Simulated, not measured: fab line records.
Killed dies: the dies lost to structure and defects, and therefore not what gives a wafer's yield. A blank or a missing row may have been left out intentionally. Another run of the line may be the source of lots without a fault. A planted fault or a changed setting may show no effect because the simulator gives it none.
A struck lot beside a sound one    flow nand-harc    16 steps out of a route of 1302
Sound: wafers L272.1, L272.3, L272.6. Struck: wafers L271.1, L271.3, L271.5. The cause is named last.
For every step that has rows: the tool of each side, followed by ch and its chambers, followed by its first start. Under that, the readings that differ: sound wafers    struck wafers    difference of the means    sigmas: that difference in standard deviations of wafers without a fault.
alike: words and numbers the same on both sides, and readings whose means are apart by under 2 such deviations; not compared: readings that were withheld, readings missing a value for some wafer, numbers with overlapping values and no deviation given by the record, and bounds like >300 which may hide the same value.
Wherever a step has rows on one side only, a row that says differs or no value, or a row with sigmas, the two part there. Non-overlapping numbers with no deviation appear without sigmas and do not part them. A reading that every wafer of one side lacks parts them only if that side has two wafers or more.

NHARC_P_M2_PRE_CLEAN_30: time 30 s.
  sound on pvd-sputter-01; struck on pvd-sputter-03
  alike: heater-power-w
NHARC_P_M2_PVD_20: deposits TaN, target thk 5 nm, time 8.06 s.
  sound on pvd-sputter-01; struck on pvd-sputter-03
  alike: throttle-valve-pct
then, 3 steps without rows for these wafers: NHARC_P_M2_PVD_21 (deposits Cu, target thk 30 nm, time 20.49 s); NHARC_P_M2_ECD_22 (material Cu, target thk 400 nm); NHARC_P_M2_ANNEAL_31 (time 90 s).
NHARC_P_M2_CMP_23: polishes, t overpolish 20 s, target thk 144.3 nm.
  sound on cmp-02 ch 0,1,3, day 7 22:53; struck on cmp-02 ch 0,1, day 7 04:48
  alike: motor-current-A, time-to-endpoint-s
NHARC_P_M2_THK_MEAS_24: measures by xrf.
  struck on film-metro-02, day 7 05:07; sound on film-metro-02, day 7 23:10
  alike: thk-nm
then, 1 step without rows for these wafers: NHARC_P_M2_SRD_25.
NHARC_P_M2_INSPECT_27:
  struck on defect-inspect-02, day 7 05:16; sound on defect-inspect-01, day 7 23:19
  alike: raw-defect-count
then, 1 step without rows for these wafers: NHARC_P_M2_PRE_CLEAN_32 (time 12 s).
NHARC_P_M2_DEP_33: deposits SiCN, target thk 30 nm.
  sound on pecvd-03 ch 0,1,2, day 7 23:31; struck on pecvd-04 ch 0,1,2, day 7 05:25
  alike: heater-power-w
NHARC_P_BONDPAD_DEP_00: deposits SiCN, target thk 250 nm.
  sound on pecvd-04 ch 0,1,2, day 7 23:55; struck on pecvd-03 ch 0,1, day 7 06:23
  alike: heater-power-w
NHARC_P_BONDPAD_CMP_32: polishes SiCN, target thk 200 nm.
  sound on cmp-03 ch 0,1,3, day 8 00:22; struck on cmp-01 ch 1,3, day 7 06:53
  alike: motor-current-A
NHARC_P_BONDPAD_THK_MEAS_33: measures by ellipsometry.
  struck on film-metro-02, day 7 07:08; sound on film-metro-01, day 8 00:34
  alike: thk-nm
then, 1 step without rows for these wafers: NHARC_P_BONDPAD_SRD_34.
-- break in the record here, with 18 days between the starts of the struck wafers on either side (left off in module P_BONDPAD, picked up again in module END, where the first step shown is number 1302 on the route) --
NHARC_END_SORT_01:
  sound on prober-02 ch 0, day 25 06:05; struck on prober-02 ch 0, day 25 13:52
  alike: defect-limited-yield, killed-at-array, killed-at-other, killed-at-periphery, killed-dies, killed-open, killed-short

== WHERE THEY PART ==
Nowhere in this record.

WHY: what the simulator had put in
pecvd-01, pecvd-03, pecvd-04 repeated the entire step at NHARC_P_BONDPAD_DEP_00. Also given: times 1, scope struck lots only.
